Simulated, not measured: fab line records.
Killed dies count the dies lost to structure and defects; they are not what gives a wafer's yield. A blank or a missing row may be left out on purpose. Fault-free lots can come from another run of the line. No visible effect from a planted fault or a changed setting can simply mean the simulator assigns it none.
Which tool is to blame? + flow n5Finfet + 17 wafers from 6 lots sampled at 4 of the route's 1938 steps

== WHAT THE GAUGES READ, wafer by wafer ==
N5_BEOL_M8_THK_MEAS_01.
| lot  | measured     | on           | M8_ILD_THK (nm)   |
|------|--------------|--------------|-------------------|
| L922 | day 10 17:37 | filmMetro-01 | 151.1 152.0 153.5 |
| L925 | day 12 03:52 | filmMetro-02 | 154.4 156.2 155.6 |
| L928 | day 12 09:58 | filmMetro-01 | 153.9 154.3       |
| L935 | day 14 03:21 | filmMetro-01 | 153.6 158.2 158.0 |
| L937 | day 14 22:59 | filmMetro-02 | 156.0 153.2 156.6 |
| L939 | day 16 01:18 | filmMetro-01 | 155.8 156.3 158.7 |

== EACH LOT AND THE TOOL THAT RAN IT (in order: tool; ch and the chambers of the sampled wafers; start) ==
| lot  | N5_BEOL_M7_ALD_77                  | N5_BEOL_M7_SPUTTER_48       | N5_BEOL_M8_CURE_74           |
|------|------------------------------------|-----------------------------|------------------------------|
| L922 | aldMetal-02 ch 1,2, day 10 14:44   | pvdSputter-03, day 10 15:50 | uvCure-02 ch 2, day 10 17:07 |
| L925 | aldMetal-03 ch 0,2,3, day 12 00:16 | pvdSputter-03, day 12 01:53 | uvCure-01 ch 2, day 12 03:26 |
| L928 | aldMetal-01 ch 0,3, day 12 07:50   | pvdSputter-01, day 12 08:23 | uvCure-03 ch 2, day 12 09:28 |
| L935 | aldMetal-03 ch 0,2,3, day 14 01:16 | pvdSputter-03, day 14 01:47 | uvCure-02 ch 0, day 14 02:55 |
| L937 | aldMetal-02 ch 0,3, day 14 19:35   | pvdSputter-02, day 14 21:25 | uvCure-01 ch 2, day 14 22:29 |
| L939 | aldMetal-02 ch 0,1, day 15 22:42   | pvdSputter-01, day 15 23:17 | uvCure-02 ch 0, day 16 00:47 |
- N5_BEOL_M7_ALD_77: deposits TaN, target thk 2 nm, pulse time 2 s, purge time 3 s.
- N5_BEOL_M7_SPUTTER_48: material Cu, target thk 10 nm, time 1.667 s.
- N5_BEOL_M8_CURE_74: cures SiCOH lowk, time 240 s.

== THE ANSWER, worked out from the rows above alone ==
Rule: what is usual is taken from the lots themselves. Put in order of their means at a reading, lots are off if they are a third of the lots or fewer, leave a main group of 4 or more, and stand apart from it by a gap of 3 or more times the standard deviation of the main group's means; of several such gaps the widest counts. Not used: any main group whose means are identical at the precision the tables above print for the reading. Also off: a lot with no number at a reading for which 4 or more lots have one. The other lots that the step has rows for count as sound.
No lot is off on any of the readings shown, so nothing can be concluded from this.

== WHAT THE SIMULATOR HAD INSERTED ==
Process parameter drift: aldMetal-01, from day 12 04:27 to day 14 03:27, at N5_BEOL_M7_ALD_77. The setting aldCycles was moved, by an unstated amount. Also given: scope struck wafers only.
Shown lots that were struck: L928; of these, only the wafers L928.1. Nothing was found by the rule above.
